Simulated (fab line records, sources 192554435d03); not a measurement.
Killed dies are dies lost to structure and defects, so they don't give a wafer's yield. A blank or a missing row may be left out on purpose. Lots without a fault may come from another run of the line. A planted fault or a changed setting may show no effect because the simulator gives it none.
Which tool did it? | flow n5_finfet | 24 lots, 72 wafers sampled, at 6 steps of a route of 1938

WHAT THE GAUGES READ, wafer by wafer
N5_BEOL_M5_RS_MEAS_57: measures by four-point-probe. Usual: M5_RS 0.383 ohm/sq, standard deviation 0.015.
lot  | measured     | on            | M5_RS (ohm/sq)    | flag
L074 | day 8 12:34  | film_metro-01 | 0.376 0.381 0.384 |
L075 | day 8 17:56  | film_metro-02 | 0.376 0.365 0.371 |
L077 | day 9 02:20  | film_metro-01 | 0.387 0.381 0.387 |
L078 | day 9 05:04  | film_metro-01 | 0.400 0.404 0.372 |
L079 | day 9 13:14  | film_metro-01 | 0.377 0.385 0.394 |
L080 | day 9 20:05  | film_metro-02 | 0.386 0.395 0.394 |
L081 | day 9 21:16  | film_metro-02 | 0.383 0.382 0.423 |
L082 | day 10 05:14 | film_metro-01 | 0.368 0.363 0.361 |
L083 | day 10 17:29 | film_metro-01 | 0.376 0.388 0.387 |
L084 | day 11 02:27 | film_metro-01 | 0.382 0.364 0.363 |
L085 | day 11 09:09 | film_metro-02 | 0.367 0.394 0.367 |
L086 | day 11 12:38 | film_metro-02 | 0.375 0.371 0.394 |
L087 | day 12 01:17 | film_metro-02 | 0.374 0.418 0.366 |
L090 | day 12 06:33 | film_metro-01 | 0.382 0.390 0.389 |
L088 | day 12 06:37 | film_metro-02 | 0.397 0.423 0.372 |
L089 | day 12 07:40 | film_metro-01 | 0.415 0.426 0.374 |
L091 | day 13 00:33 | film_metro-02 | 0.388 0.386 0.392 |
L092 | day 13 06:39 | film_metro-01 | 0.384 0.373 0.381 |
L093 | day 13 09:28 | film_metro-01 | 0.414 0.389 0.393 |
L094 | day 14 07:31 | film_metro-02 | 0.376 0.395 0.364 |
L076 | day 14 08:41 | film_metro-02 | 0.369 0.387 0.364 |
L095 | day 14 11:41 | film_metro-01 | 0.398 0.374 0.384 |
L097 | day 15 05:14 | film_metro-02 | 0.366 0.374 0.363 |
L096 | day 15 20:15 | film_metro-02 | 0.391 0.365 0.388 |

WHICH TOOL RAN EACH LOT (tool, then ch and the chambers of the sampled wafers, then the start)
lot  | N5_BEOL_M5_TRENCH_ETCH_37                     | N5_BEOL_M5_ETCH_41                            | N5_BEOL_M5_CURE_80            | N5_BEOL_M5_ALD_86                   | N5_BEOL_M5_SPUTTER_81
L074 | rie_diel-02 ch 2,3, day 8 05:32 or earlier    | rie_diel-02 ch 2,3, day 8 05:32 or earlier    | uv_cure-01 ch 2, day 8 05:32  | ald_metal-03 ch 0,2,3, day 8 06:36  | pvd_sputter-01, day 8 08:14
L075 | rie_diel-02 ch 0,1, day 8 11:21 or earlier    | rie_diel-02 ch 0,1, day 8 11:21 or earlier    | uv_cure-01 ch 0, day 8 11:21  | ald_metal-01 ch 0,2,3, day 8 11:45  | pvd_sputter-01, day 8 13:37
L077 | rie_diel-02 ch 1,2,3, day 8 19:44 or earlier  | rie_diel-02 ch 1,2,3, day 8 19:44 or earlier  | uv_cure-03 ch 2, day 8 19:44  | ald_metal-03 ch 1,2,3, day 8 20:11  | pvd_sputter-01, day 8 21:53
L078 | rie_diel-04 ch 0,2,3, day 8 22:19 or earlier  | rie_diel-04 ch 0,2,3, day 8 22:19 or earlier  | uv_cure-02 ch 1, day 8 22:19  | ald_metal-04 ch 0,2,3, day 8 23:02  | pvd_sputter-02, day 9 00:36
L079 | rie_diel-05 ch 1,3, day 9 04:57 or earlier    | rie_diel-05 ch 1,3, day 9 04:57 or earlier    | uv_cure-03 ch 0, day 9 04:57  | ald_metal-04 ch 2,3, day 9 05:55    | pvd_sputter-02, day 9 07:44
L080 | rie_diel-05 ch 2,3, day 9 12:52 or earlier    | rie_diel-05 ch 2,3, day 9 12:52 or earlier    | uv_cure-01 ch 1, day 9 12:52  | ald_metal-01 ch 1,2,3, day 9 14:09  | pvd_sputter-02, day 9 15:43
L081 | rie_diel-04 ch 0,1,3, day 9 14:19 or earlier  | rie_diel-04 ch 0,1,3, day 9 14:19 or earlier  | uv_cure-01 ch 1, day 9 14:19  | ald_metal-01 ch 2,3, day 9 14:38    | pvd_sputter-03, day 9 16:17
L082 | rie_diel-02 ch 1,2, day 9 22:34 or earlier    | rie_diel-02 ch 1,2, day 9 22:34 or earlier    | uv_cure-02 ch 1, day 9 22:34  | ald_metal-03 ch 0,2,3, day 9 22:59  | pvd_sputter-01, day 10 00:35
L083 | rie_diel-04 ch 0,2,3, day 10 10:07 or earlier | rie_diel-04 ch 0,2,3, day 10 10:07 or earlier | uv_cure-01 ch 1, day 10 10:07 | ald_metal-03 ch 1,2, day 10 11:16   | pvd_sputter-01, day 10 13:00
L084 | rie_diel-02 ch 0,3, day 10 17:03 or earlier   | rie_diel-02 ch 0,3, day 10 17:03 or earlier   | uv_cure-01 ch 0, day 10 17:03 | ald_metal-03 ch 0,1,2, day 10 19:47 | pvd_sputter-03, day 10 21:48
L085 | rie_diel-04 ch 2,3, day 11 01:08 or earlier   | rie_diel-04 ch 2,3, day 11 01:08 or earlier   | uv_cure-03 ch 2, day 11 01:08 | ald_metal-03 ch 0,2,3, day 11 01:35 | pvd_sputter-02, day 11 04:50
L086 | rie_diel-04 ch 0,1,2, day 11 04:32 or earlier | rie_diel-04 ch 0,1,2, day 11 04:32 or earlier | uv_cure-02 ch 0, day 11 04:32 | ald_metal-01 ch 0,1,3, day 11 05:10 | pvd_sputter-01, day 11 08:05
L087 | rie_diel-04 ch 0,1,2, day 11 11:23 or earlier | rie_diel-04 ch 0,1,2, day 11 11:23 or earlier | uv_cure-02 ch 2, day 11 11:23 | ald_metal-03 ch 0,1,3, day 11 11:49 | pvd_sputter-01, day 11 13:26
L090 | rie_diel-05 ch 0,1,2, day 12 00:10 or earlier | rie_diel-05 ch 0,1,2, day 12 00:10 or earlier | uv_cure-03 ch 2, day 12 00:10 | ald_metal-04 ch 1,2, day 12 00:35   | pvd_sputter-03, day 12 02:14
L088 | rie_diel-04 ch 0,1,2, day 12 00:13 or earlier | rie_diel-04 ch 0,1,2, day 12 00:13 or earlier | uv_cure-01 ch 2, day 12 00:13 | ald_metal-01 ch 0,1,3, day 12 00:38 | pvd_sputter-02, day 12 02:19
L089 | rie_diel-04 ch 1,2, day 12 00:36 or earlier   | rie_diel-04 ch 1,2, day 12 00:36 or earlier   | uv_cure-02 ch 2, day 12 00:36 | ald_metal-01 ch 0,1, day 12 01:10   | pvd_sputter-01, day 12 03:10
L091 | rie_diel-05 ch 1,2,3, day 12 17:48 or earlier | rie_diel-05 ch 1,2,3, day 12 17:48 or earlier | uv_cure-01 ch 2, day 12 17:48 | ald_metal-03 ch 1,2,3, day 12 18:20 | pvd_sputter-02, day 12 19:52
L092 | rie_diel-02 ch 1,2,3, day 13 00:15 or earlier | rie_diel-02 ch 1,2,3, day 13 00:15 or earlier | uv_cure-01 ch 0, day 13 00:15 | ald_metal-03 ch 1,2,3, day 13 00:37 | pvd_sputter-01, day 13 02:16
L093 | rie_diel-04 ch 0,1, day 13 00:33 or earlier   | rie_diel-04 ch 0,1, day 13 00:33 or earlier   | uv_cure-01 ch 2, day 13 00:33 | ald_metal-04 ch 0,1,3, day 13 01:12 | pvd_sputter-02, day 13 05:05
L094 | rie_diel-02 ch 0,2,3, day 13 23:35 or earlier | rie_diel-02 ch 0,2,3, day 13 23:35 or earlier | uv_cure-01 ch 1, day 13 23:35 | ald_metal-04 ch 0,1,3, day 14 01:30 | pvd_sputter-02, day 14 03:12
L076 | rie_diel-02 ch 0,2,3, day 14 01:52 or earlier | rie_diel-02 ch 0,2,3, day 14 01:52 or earlier | uv_cure-01 ch 0, day 14 01:52 | ald_metal-01 ch 1,3, day 14 02:19   | pvd_sputter-01, day 14 04:05
L095 | rie_diel-05 ch 0,2, day 14 04:07 or earlier   | rie_diel-05 ch 0,2, day 14 04:07 or earlier   | uv_cure-01 ch 0, day 14 04:07 | ald_metal-03 ch 1,3, day 14 05:22   | pvd_sputter-03, day 14 07:21
L097 | rie_diel-02 ch 2,3, day 14 22:23 or earlier   | rie_diel-02 ch 2,3, day 14 22:23 or earlier   | uv_cure-03 ch 2, day 14 22:23 | ald_metal-03 ch 1,2,3, day 14 23:05 | pvd_sputter-01, day 15 00:52
L096 | rie_diel-05 ch 0,1,2, day 15 13:17 or earlier | rie_diel-05 ch 0,1,2, day 15 13:17 or earlier | uv_cure-01 ch 0, day 15 13:17 | ald_metal-04 ch 0,2,3, day 15 14:15 | pvd_sputter-01, day 15 15:56
- N5_BEOL_M5_TRENCH_ETCH_37: etches SiCOH lowk in C4F6/O2, target depth 71.652 nm, time 24.7 s.
- N5_BEOL_M5_ETCH_41: etches SiCN in CH3F/O2, target depth 31.5 nm, time 56.7 s.
- N5_BEOL_M5_CURE_80: cures SiCOH lowk, time 120 s.
- N5_BEOL_M5_ALD_86: deposits TaN, pulse time 2 s, purge time 3 s, co reactant purge time 2 s.
- N5_BEOL_M5_SPUTTER_81: material Cu, target thk 15 nm, time 27.62 s.

WHAT THE TOOLS THEMSELVES READ (means of the sampled wafers that have a number; where no wafer has one, the mark that the record gives instead)
N5_BEOL_M5_TRENCH_ETCH_37. Usual: drypump_motor_current_A 5.5 A, standard deviation 0.37; oes_product_au 0.79 a.u., standard deviation 0.081; rf_vpp_V 672 V, standard deviation 16; showerhead_plenum_p_Torr 2.90 Torr, standard deviation 0.094; throttle_valve_pct 21.05 %, standard deviation 0.14.
lot  | tool        | drypump_motor_current_A (A) | oes_product_au (a.u.) | rf_vpp_V (V) | showerhead_plenum_p_Torr (Torr) | throttle_valve_pct (%) | flag
L074 | rie_diel-02 | 5.7                         | 0.87                  | 670          | 3.02                            | 20.94                  |
L075 | rie_diel-02 | 5.8                         | 0.83                  | 662          | 2.89                            | 21.19                  |
L077 | rie_diel-02 | 5.8                         | 0.85                  | 673          | 2.97                            | 21.06                  |
L078 | rie_diel-04 | 5.3                         | 0.78                  | 682          | 2.89                            | 21.00                  |
L079 | rie_diel-05 | 5.9                         | 0.78                  | 671          | 2.82                            | 21.00                  |
L080 | rie_diel-05 | 5.6                         | 0.74                  | 646          | 2.72                            | 21.02                  |
L081 | rie_diel-04 | 5.3                         | 0.71                  | 680          | 2.90                            | 20.98                  |
L082 | rie_diel-02 | 5.8                         | 0.79                  | 686          | 2.94                            | 21.09                  |
L083 | rie_diel-04 | 5.2                         | 0.76                  | 683          | 2.89                            | 21.03                  |
L084 | rie_diel-02 | 5.7                         | 0.85                  | 657          | 2.99                            | 21.02                  |
L085 | rie_diel-04 | 5.1                         | 0.82                  | 681          | 2.88                            | 21.14                  |
L086 | rie_diel-04 | 5.2                         | 0.78                  | 684          | 2.94                            | 20.97                  |
L087 | rie_diel-04 | 5.2                         | 0.78                  | 683          | 2.94                            | 20.98                  |
L090 | rie_diel-05 | 5.6                         | 0.81                  | 663          | 2.82                            | 21.09                  |
L088 | rie_diel-04 | 5.2                         | 0.77                  | 683          | 2.93                            | 20.99                  |
L089 | rie_diel-04 | 5.0                         | 0.78                  | 681          | 2.94                            | 21.06                  |
L091 | rie_diel-05 | 5.7                         | 0.74                  | 658          | 2.76                            | 21.05                  |
L092 | rie_diel-02 | 5.9                         | 0.82                  | 673          | 2.96                            | 21.11                  |
L093 | rie_diel-04 | 5.3                         | 0.72                  | 685          | 2.94                            | 20.89                  |
L094 | rie_diel-02 | 5.6                         | 0.79                  | 671          | 2.95                            | 21.06                  |
L076 | rie_diel-02 | 5.6                         | 0.79                  | 670          | 2.95                            | 21.06                  |
L095 | rie_diel-05 | 5.4                         | 0.76                  | 651          | 2.76                            | 21.13                  |
L097 | rie_diel-02 | 5.7                         | 0.81                  | 670          | 3.00                            | 21.00                  |
L096 | rie_diel-05 | 5.6                         | 0.78                  | 661          | 2.81                            | 21.13                  |

N5_BEOL_M5_ETCH_41. Usual: drypump_motor_current_A 5.5 A, standard deviation 0.37; oes_product_au 0.79 a.u., standard deviation 0.081; rf_vpp_V 298.1 V, standard deviation 1.5; showerhead_plenum_p_Torr 2.04 Torr, standard deviation 0.068; throttle_valve_pct 16.42 %, standard deviation 0.12.
lot  | tool        | drypump_motor_current_A (A) | oes_product_au (a.u.) | rf_vpp_V (V) | showerhead_plenum_p_Torr (Torr) | throttle_valve_pct (%) | flag
L074 | rie_diel-02 | 5.7                         | 0.88                  | 299.4        | 2.13                            | 16.27                  |
L075 | rie_diel-02 | 5.7                         | 0.82                  | 298.6        | 2.03                            | 16.51                  |
L077 | rie_diel-02 | 5.8                         | 0.86                  | 298.8        | 2.09                            | 16.40                  |
L078 | rie_diel-04 | 5.2                         | 0.78                  | 298.1        | 2.03                            | 16.41                  |
L079 | rie_diel-05 | 5.9                         | 0.78                  | 297.1        | 1.98                            | 16.38                  |
L080 | rie_diel-05 | 5.5                         | 0.74                  | 295.3        | 1.91                            | 16.46                  |
L081 | rie_diel-04 | 5.3                         | 0.70                  | 297.9        | 2.04                            | 16.41                  |
L082 | rie_diel-02 | 5.8                         | 0.79                  | 298.3        | 2.07                            | 16.45                  |
L083 | rie_diel-04 | 5.2                         | 0.76                  | 297.3        | 2.03                            | 16.42                  |
L084 | rie_diel-02 | 5.6                         | 0.86                  | 299.9        | 2.10                            | 16.33                  |
L085 | rie_diel-04 | 5.1                         | 0.81                  | 297.1        | 2.02                            | 16.51                  |
L086 | rie_diel-04 | 5.1                         | 0.78                  | 299.1        | 2.07                            | 16.35                  |
L087 | rie_diel-04 | 5.1                         | 0.78                  | 298.7        | 2.07                            | 16.36                  |
L090 | rie_diel-05 | 5.6                         | 0.81                  | 297.2        | 1.98                            | 16.47                  |
L088 | rie_diel-04 | 5.2                         | 0.77                  | 298.1        | 2.07                            | 16.36                  |
L089 | rie_diel-04 | 5.0                         | 0.77                  | 299.2        | 2.07                            | 16.42                  |
L091 | rie_diel-05 | 5.7                         | 0.75                  | 295.8        | 1.94                            | 16.47                  |
L092 | rie_diel-02 | 5.8                         | 0.82                  | 298.5        | 2.08                            | 16.44                  |
L093 | rie_diel-04 | 5.3                         | 0.71                  | 298.6        | 2.07                            | 16.31                  |
L094 | rie_diel-02 | 5.7                         | 0.78                  | 298.6        | 2.08                            | 16.42                  |
L076 | rie_diel-02 | 5.7                         | 0.78                  | 298.7        | 2.08                            | 16.42                  |
L095 | rie_diel-05 | 5.5                         | 0.77                  | 296.3        | 1.94                            | 16.52                  |
L097 | rie_diel-02 | 5.7                         | 0.82                  | 299.5        | 2.11                            | 16.36                  |
L096 | rie_diel-05 | 5.6                         | 0.78                  | 296.4        | 1.98                            | 16.51                  |

N5_BEOL_M5_CURE_80. Usual: lamp_power_pct 52.30 %, standard deviation 0.054; wafer_temp_C_max 371.8, standard deviation 0.71.
lot  | tool       | lamp_power_pct (%) | wafer_temp_C_max | flag
L074 | uv_cure-01 | 52.26              | 371.2            |
L075 | uv_cure-01 | 52.32              | 372.1            |
L077 | uv_cure-03 | 52.24              | 372.5            |
L078 | uv_cure-02 | 52.34              | 372.8            |
L079 | uv_cure-03 | 52.31              | 373.5            |
L080 | uv_cure-01 | 52.28              | 371.1            |
L081 | uv_cure-01 | 52.35              | 370.8            |
L082 | uv_cure-02 | 52.28              | 372.4            |
L083 | uv_cure-01 | 52.29              | 371.1            |
L084 | uv_cure-01 | 52.32              | 371.5            |
L085 | uv_cure-03 | 52.34              | 372.1            |
L086 | uv_cure-02 | 52.30              | 372.6            |
L087 | uv_cure-02 | 52.34              | 371.6            |
L090 | uv_cure-03 | 52.30              | 372.4            |
L088 | uv_cure-01 | 52.29              | 371.3            |
L089 | uv_cure-02 | 52.30              | 371.5            |
L091 | uv_cure-01 | 52.33              | 371.2            |
L092 | uv_cure-01 | 52.27              | 371.8            |
L093 | uv_cure-01 | 52.30              | 371.3            |
L094 | uv_cure-01 | 52.31              | 371.0            |
L076 | uv_cure-01 | 52.28              | 371.8            |
L095 | uv_cure-01 | 52.34              | 371.8            |
L097 | uv_cure-03 | 52.29              | 372.5            |
L096 | uv_cure-01 | 52.24              | 371.7            |

N5_BEOL_M5_ALD_86. Usual: heater_power_outer_w 232 W, standard deviation 18; heater_power_w 423 W, standard deviation 31; precursor_vessel_pressure_torr 26.25 Torr, standard deviation 0.045; precursor_vessel_temp_c 75.00 C, standard deviation 0.11.
lot  | tool         | heater_power_outer_w (W) | heater_power_w (W) | precursor_vessel_pressure_torr (Torr) | precursor_vessel_temp_c (C) | flag
L074 | ald_metal-03 | 232                      | 409                | 26.25                                 | 75.03                       |
L075 | ald_metal-01 | 227                      | 421                | 26.25                                 | 74.92                       |
L077 | ald_metal-03 | 233                      | 437                | 26.25                                 | 74.94                       |
L078 | ald_metal-04 | 238                      | 423                | 26.26                                 | 74.94                       |
L079 | ald_metal-04 | 218                      | 391                | 26.26                                 | 75.02                       |
L080 | ald_metal-01 | 215                      | 406                | 26.30                                 | 74.96                       |
L081 | ald_metal-01 | 221                      | 407                | 26.25                                 | 74.94                       |
L082 | ald_metal-03 | 231                      | 409                | 26.27                                 | 74.89                       |
L083 | ald_metal-03 | 237                      | 453                | 26.28                                 | 75.14                       |
L084 | ald_metal-03 | 230                      | 422                | 26.23                                 | 74.95                       |
L085 | ald_metal-03 | 233                      | 413                | 26.22                                 | 74.95                       |
L086 | ald_metal-01 | 222                      | 426                | 26.26                                 | 74.94                       |
L087 | ald_metal-03 | 232                      | 414                | 26.22                                 | 75.01                       |
L090 | ald_metal-04 | 259                      | 455                | 26.22                                 | 74.97                       |
L088 | ald_metal-01 | 220                      | 426                | 26.21                                 | 75.10                       |
L089 | ald_metal-01 | 228                      | 436                | 26.24                                 | 75.11                       |
L091 | ald_metal-03 | 239                      | 430                | 26.23                                 | 74.95                       |
L092 | ald_metal-03 | 237                      | 428                | 26.24                                 | 75.05                       |
L093 | ald_metal-04 | 242                      | 419                | 26.25                                 | 75.06                       |
L094 | ald_metal-04 | 238                      | 420                | 26.27                                 | 74.99                       |
L076 | ald_metal-01 | 217                      | 413                | 26.27                                 | 74.97                       |
L095 | ald_metal-03 | 239                      | 419                | 26.24                                 | 75.21                       |
L097 | ald_metal-03 | 237                      | 451                | 26.23                                 | 74.97                       |
L096 | ald_metal-04 | 235                      | 429                | 26.23                                 | 75.01                       |

N5_BEOL_M5_SPUTTER_81. Usual: throttle_valve_pct 29.6 %, standard deviation 1.1.
lot  | tool           | throttle_valve_pct (%) | flag
L074 | pvd_sputter-01 | 29.5                   |
L075 | pvd_sputter-01 | 29.8                   |
L077 | pvd_sputter-01 | 29.7                   |
L078 | pvd_sputter-02 | 30.4                   |
L079 | pvd_sputter-02 | 29.6                   |
L080 | pvd_sputter-02 | 29.6                   |
L081 | pvd_sputter-03 | 28.1                   |
L082 | pvd_sputter-01 | 29.7                   |
L083 | pvd_sputter-01 | 29.2                   |
L084 | pvd_sputter-03 | 27.9                   |
L085 | pvd_sputter-02 | 30.4                   |
L086 | pvd_sputter-01 | 30.0                   |
L087 | pvd_sputter-01 | 30.1                   |
L090 | pvd_sputter-03 | 30.3                   |
L088 | pvd_sputter-02 | 29.8                   |
L089 | pvd_sputter-01 | 29.1                   |
L091 | pvd_sputter-02 | 30.4                   |
L092 | pvd_sputter-01 | 29.9                   |
L093 | pvd_sputter-02 | 29.7                   |
L094 | pvd_sputter-02 | 29.6                   |
L076 | pvd_sputter-01 | 30.0                   |
L095 | pvd_sputter-03 | 27.6                   |
L097 | pvd_sputter-01 | 29.9                   |
L096 | pvd_sputter-01 | 28.9                   |

THE ANSWER, worked out from the rows above alone
Rule: a lot is off if the mean of its wafers that have a number lies more than 3 standard deviations from the usual mean. A lot without any number at a reading at which 4 lots or more have one is off too. The other lots that the step has rows for count as sound. The gauges are gone through in route order, then the tools' own readings, and for those a lot's mean is taken as printed above. The first step at which some lot is off is used, and at that step the reading that is off furthest; a lot without a number counts as furthest.
No lot is off at any reading shown: from this, nothing can be told.

WHAT THE SIMULATOR HAD PUT IN
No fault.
